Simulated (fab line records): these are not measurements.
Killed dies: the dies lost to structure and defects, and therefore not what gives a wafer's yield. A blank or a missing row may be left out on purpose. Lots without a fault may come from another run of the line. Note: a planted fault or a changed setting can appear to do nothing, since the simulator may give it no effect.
Which tool is to blame?	flow nand_harc	39 wafers from 13 lots sampled at 5 of the route's 1302 steps

== WHAT EACH GAUGE READ, for each wafer ==
NHARC_THIN_TSV_CD_MEAS_37. Usual: cd_nm reads 5001.3 nm (standard deviation 2.7).
lot	measured	on	cd_nm (nm)	flag
L303	day 24 04:55	cd_sem-01	5006.6 5004.5 5003.3	
L302	day 24 23:34	cd_sem-03	4995.9 5002.9 5002.3	
L304	day 24 22:47	cd_sem-01	5000.2 5003.1 5002.6	
L305	day 24 14:33	cd_sem-02	5003.2 5002.2 4995.8	
L306	day 24 21:14	cd_sem-02	5002.4 5007.3 5001.7	
L307	day 26 00:43	cd_sem-03	4998.1 4999.4 4999.5	
L308	day 26 01:47	cd_sem-02	4997.7 4999.8 5000.8	
L320	day 31 19:47	cd_sem-01	4999.9 5003.8 5001.9	
L323	day 33 03:46	cd_sem-02	5002.5 5003.4 5002.2	
L322	day 33 09:47	cd_sem-02	5005.1 5002.9 5002.7	
L324	day 33 04:55	cd_sem-01	4996.9 4998.9 4998.7	
L325	day 34 02:51	cd_sem-01	4997.9 4996.9 4997.8	

NHARC_END_SORT_01. Usual: killed_at_array 49, standard deviation 19; killed_at_other 0.9, standard deviation 1.1; killed_at_periphery 4.0, standard deviation 2.7; killed_dies 54, standard deviation 19; killed_open 3.3, standard deviation 1.8; killed_short 2.6, standard deviation 1.6.
lot	measured	on	killed_at_array	killed_at_other	killed_at_periphery	killed_dies	killed_open	killed_short	flag
L313	day 28 22:21	prober-02	671 668 674	2 0 0	4 9 3	677 677 677	2 2 3	3 1 0	OFF

== WHAT TOOL EACH LOT RAN ON (gives the tool, then ch and the chambers of the sampled wafers, and finally the start) ==
lot	NHARC_A_STAIRCASE_CVD_552	NHARC_THIN_TSV_ETCH_44	NHARC_THIN_TSV_ETCH_15
L303	lpcvd-01 ch 1, day 17 19:29	rie_diel-10 ch 0,2, day 23 22:00	rie_si-02 ch 2,3, day 23 22:31
L302	lpcvd-01 ch 0, day 18 04:51	rie_diel-10 ch 0,1,3, day 24 16:26	rie_si-02 ch 0,1, day 24 16:58
L304	lpcvd-01 ch 1, day 18 04:51	rie_diel-09 ch 1,2,3, day 24 15:19	rie_si-04 ch 0,1, day 24 15:55
L305	lpcvd-01 ch 0, day 18 04:51	rie_diel-10 ch 0,1,2, day 24 07:36	rie_si-06 ch 1,2,3, day 24 08:10
L306	lpcvd-02 ch 1, day 18 10:57	rie_diel-06 ch 0,3, day 24 14:07	rie_si-06 ch 0,2,3, day 24 14:42
L307	lpcvd-01 ch 0, day 19 17:36	rie_diel-09 ch 0,1,2, day 25 17:28	rie_si-06 ch 0,1,2, day 25 18:02
L308	lpcvd-01 ch 1, day 19 17:36	rie_diel-06 ch 0,1,3, day 25 18:39	rie_si-02 ch 0,1,2, day 25 19:15
L313	lpcvd-01 ch 1, day 22 02:52	-	-
L320	lpcvd-01 ch 1, day 25 08:55	rie_diel-09 ch 1,2,3, day 31 12:49	rie_si-04 ch 0,2,3, day 31 13:25
L323	lpcvd-01 ch 0, day 26 09:28	rie_diel-09 ch 2,3, day 32 20:47	rie_si-06 ch 1,3, day 32 21:22
L322	lpcvd-02 ch 1, day 26 14:51	rie_diel-09 ch 0,2,3, day 33 02:40	rie_si-06 ch 1,2,3, day 33 03:14
L324	lpcvd-02 ch 1, day 26 14:51	rie_diel-06 ch 0,1,2, day 32 21:57	rie_si-02 ch 0,1,3, day 32 22:31
L325	lpcvd-01 ch 0, day 27 08:01	rie_diel-10 ch 1,2, day 33 19:09	rie_si-02 ch 0,1,2, day 33 19:45
- NHARC_A_STAIRCASE_CVD_552: deposits SiNx, target thk 40 nm.
- NHARC_THIN_TSV_ETCH_44: etches the open film in CF4/O2, target depth 1594.2 nm, time 797.1 s.
- NHARC_THIN_TSV_ETCH_15: target depth 3000 nm, bosch target overetch cycles 2, bosch etch step 2.8 s.

== AS READ BY THE TOOLS THEMSELVES (means over the sampled wafers that have a number; for cases with no such wafer, the mark the record gives instead) ==
NHARC_A_STAIRCASE_CVD_552. Usual: zone_power_centre_pct reads 10.4 % (standard deviation 1.1).
lot	tool	zone_power_centre_pct (%)	flag
L303	lpcvd-01	10.7	
L302	lpcvd-01	9.7	
L304	lpcvd-01	10.4	
L305	lpcvd-01	9.7	
L306	lpcvd-02	9.4	
L307	lpcvd-01	9.6	
L308	lpcvd-01	10.5	
L313	lpcvd-01	10.6	
L320	lpcvd-01	10.5	
L323	lpcvd-01	9.7	
L322	lpcvd-02	9.4	
L324	lpcvd-02	9.5	
L325	lpcvd-01	9.7	

NHARC_THIN_TSV_ETCH_44. Usual: drypump_motor_current_A 5.9 A, standard deviation 0.51; oes_product_au 1.000 a.u., standard deviation 0.011; rf_vpp_V 796 V, standard deviation 4.5; showerhead_plenum_p_Torr 1.86 Torr, standard deviation 0.074; throttle_valve_pct 16.915 %, standard deviation 0.0092.
lot	tool	drypump_motor_current_A (A)	oes_product_au (a.u.)	rf_vpp_V (V)	showerhead_plenum_p_Torr (Torr)	throttle_valve_pct (%)	flag
L303	rie_diel-10	5.4	0.992	799	1.90	16.914	
L302	rie_diel-10	5.8	1.001	797	1.88	16.922	
L304	rie_diel-09	6.0	1.005	792	1.79	16.910	
L305	rie_diel-10	5.9	0.994	796	1.86	16.922	
L306	rie_diel-06	5.2	1.011	799	1.91	16.917	
L307	rie_diel-09	6.0	1.013	794	1.84	16.916	
L308	rie_diel-06	5.6	1.017	800	1.92	16.910	
L320	rie_diel-09	5.9	0.998	792	1.79	16.917	
L323	rie_diel-09	5.6	1.001	790	1.76	16.906	
L322	rie_diel-09	6.1	0.991	794	1.83	16.927	
L324	rie_diel-06	5.5	0.997	799	1.91	16.919	
L325	rie_diel-10	6.3	0.995	792	1.80	16.910	

NHARC_THIN_TSV_ETCH_15. Usual: drypump_motor_current_A reads 5.8 A (standard deviation 0.36).
lot	tool	drypump_motor_current_A (A)	flag
L303	rie_si-02	6.0	
L302	rie_si-02	5.9	
L304	rie_si-04	5.3	
L305	rie_si-06	5.9	
L306	rie_si-06	5.7	
L307	rie_si-06	5.8	
L308	rie_si-02	5.8	
L320	rie_si-04	5.6	
L323	rie_si-06	6.2	
L322	rie_si-06	5.9	
L324	rie_si-02	5.9	
L325	rie_si-02	5.8	

== THE ANSWER, worked out from the rows above alone ==
Rule: lot off if the mean of its wafers having a number is beyond 3 standard deviations from the usual mean. A lot without any number at a reading at which 4 lots or more have one is off too. Where the step has rows for the other lots, those lots are counted as sound. Order of review: gauges by route order, followed by the tools' own readings, for which a lot's mean as printed above is used. The first step at which some lot is off is used, and at that step the reading that is off furthest; a lot without a number counts as furthest.
Off, at NHARC_END_SORT_01 on killed_dies: L313. Neither off nor sound, because the step has no rows for them: L303, L302, L304, L305, L306, L307, L308, L320, L323, L322, L324, L325.
If a tool, at a process step before that reading, ran all the lots that are off and no sound lot after the first of them, it fits. Gauges at NHARC_END_SORT_01: tried the same way as those tools. 2 tools fit, lpcvd-01 at NHARC_A_STAIRCASE_CVD_552 and prober-02 at NHARC_END_SORT_01, so this cannot tell which one it is.

== WHAT HAD BEEN PUT IN BY THE SIMULATOR ==
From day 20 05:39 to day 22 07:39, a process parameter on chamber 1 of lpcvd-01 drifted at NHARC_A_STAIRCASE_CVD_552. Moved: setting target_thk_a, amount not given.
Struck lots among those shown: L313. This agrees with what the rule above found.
